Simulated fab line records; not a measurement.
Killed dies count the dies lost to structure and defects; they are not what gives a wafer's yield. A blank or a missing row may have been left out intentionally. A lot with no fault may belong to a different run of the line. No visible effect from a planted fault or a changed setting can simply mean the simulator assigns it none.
Which tool is to blame? -- flow nandHarc -- 6 lots with 18 wafers sampled at 5 steps, on a route of 1159 steps

## WHAT EACH GAUGE READ, for each wafer
NHARC_END_SORT_01.
lot,measured,on,killedAtArray
L343,day 19 18:16,prober-02,674 671 676

## WHAT TOOL EACH LOT RAN ON (gives the tool, then ch and the chambers of the sampled wafers, and finally the start)
lot,NHARC_A_SGD_CUT_STRIP_17,NHARC_A_SLIT_ETCH_26,NHARC_A_WL_FILL_CVD_03,NHARC_A_WL_FILL_ETCHBACK_04
L341,"rieDiel-08 ch 0,2, day 15 01:19 or earlier","harEtch-02 ch 0,1, day 15 01:19","cvdW-02 ch 0,1, day 15 12:58","rieMetal-01 ch 0,1, day 15 16:18"
L343,"rieDiel-06 ch 0,1,2, day 15 10:29 or earlier","harEtch-02 ch 0, day 15 10:29","cvdW-01 ch 0,1, day 15 19:11","rieMetal-03 ch 0, day 15 22:02"
L356,"rieDiel-06 ch 1,2, day 18 09:55 or earlier","harEtch-02 ch 1, day 18 09:55","cvdW-01 ch 0,1, day 18 18:43","rieMetal-01 ch 0,1, day 18 21:37"
L354,"rieDiel-04 ch 0,1, day 18 14:26 or earlier","harEtch-01 ch 0,1, day 18 14:26","cvdW-02 ch 0,1, day 19 00:48","rieMetal-01 ch 1, day 19 03:41"
L361,"rieDiel-06 ch 0,1,2, day 20 02:10 or earlier","harEtch-01 ch 0,1, day 20 02:10","cvdW-01 ch 0,1, day 20 12:28","rieMetal-03 ch 0,1, day 20 15:19"
L362,"rieDiel-08 ch 1,2,3, day 20 10:57 or earlier","harEtch-01 ch 0,1, day 20 10:57","cvdW-02 ch 0,1, day 20 20:55","rieMetal-01 ch 0,1, day 21 00:17"
- NHARC_A_SGD_CUT_STRIP_17: strips in O2.
- NHARC_A_SLIT_ETCH_26: etches the open film in C4F8/O2/Ar, time 90 s, target depth 400 nm.
- NHARC_A_WL_FILL_CVD_03: deposits W, target thk 40 nm, time 3302 s.
- NHARC_A_WL_FILL_ETCHBACK_04: etches the open film in NF3, target depth 60 nm, time 120 s.

## THE ANSWER, worked out from the rows above alone
Rule: usual is defined by the lots themselves. The widest of any qualifying gaps counts: lots, ordered by their means at a reading, are off when they make up no more than a third of the lots, leave a main group of 4 or more, and stand apart from it by 3 or more times the standard deviation of that group's means. The tables above print the reading to a certain number of digits; a main group whose means all agree to those digits is not used. Also off: a lot with no number at a reading for which 4 or more lots have one. Where the step has rows for the other lots, those lots are counted as sound.
Across all readings shown, no lot is off: no conclusion can be drawn from this.

## WHAT THE SIMULATOR PUT IN
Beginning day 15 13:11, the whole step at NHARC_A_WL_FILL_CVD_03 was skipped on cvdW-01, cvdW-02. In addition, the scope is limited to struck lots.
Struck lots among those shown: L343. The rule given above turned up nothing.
